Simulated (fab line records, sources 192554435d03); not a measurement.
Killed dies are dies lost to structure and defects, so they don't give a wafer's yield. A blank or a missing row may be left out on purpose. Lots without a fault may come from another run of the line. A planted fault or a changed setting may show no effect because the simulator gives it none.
Chamber matching | flow n5_finfet | N5_BEOL_M9_ILD_DEP_00 on pecvd-02: 3 sister chambers
The step deposits SiCOH lowk from DEMS/porogen, target thk 308.51 nm, time 58 s. 3 wafers are shown with their chamber, then 7 later ones without.

WAFERS WITH THEIR CHAMBER
wafer  | chamber | throttle_valve_pct (%)
L090.5 | 0       | 15.1
L092.1 | 2       | 13.8
L092.2 | 1       | 14.1

WAFERS WITHOUT THEIR CHAMBER
wafer  | throttle_valve_pct (%)
L092.4 | 14.8
L094.1 | 14.0
L094.3 | 13.8
L094.4 | 13.8
L091.1 | 13.7
L091.2 | 15.0
L091.4 | 14.0

WHICH CHAMBER EACH WENT THROUGH
wafer  | from the rows above     | in truth
L092.4 | 0                       | 0
L094.1 | can't be placed: 1 or 2 | 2
L094.3 | 2                       | 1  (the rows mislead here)
L094.4 | 2                       | 2
L091.1 | 2                       | 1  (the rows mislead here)
L091.2 | 0                       | 0
L091.4 | can't be placed: 1 or 2 | 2
Placed correctly: 3 of 7. Can't be placed from these rows: 2 (the true chamber is among the candidates in 2). Placed wrongly: 2.
How it was worked out, from the rows above alone: a wafer's distance from a chamber is the root of the sum, over the readings, of the square of ((its reading less the chamber's mean) divided by the reading's scatter). The wafer belongs to the nearest chamber; if the next one is less than 2 further off, it can't be placed. A chamber's mean is the mean of its shown wafers. The scatter: with one shown wafer a chamber, the root of the mean of the squares of how far each hidden wafer lies from its nearest shown one.
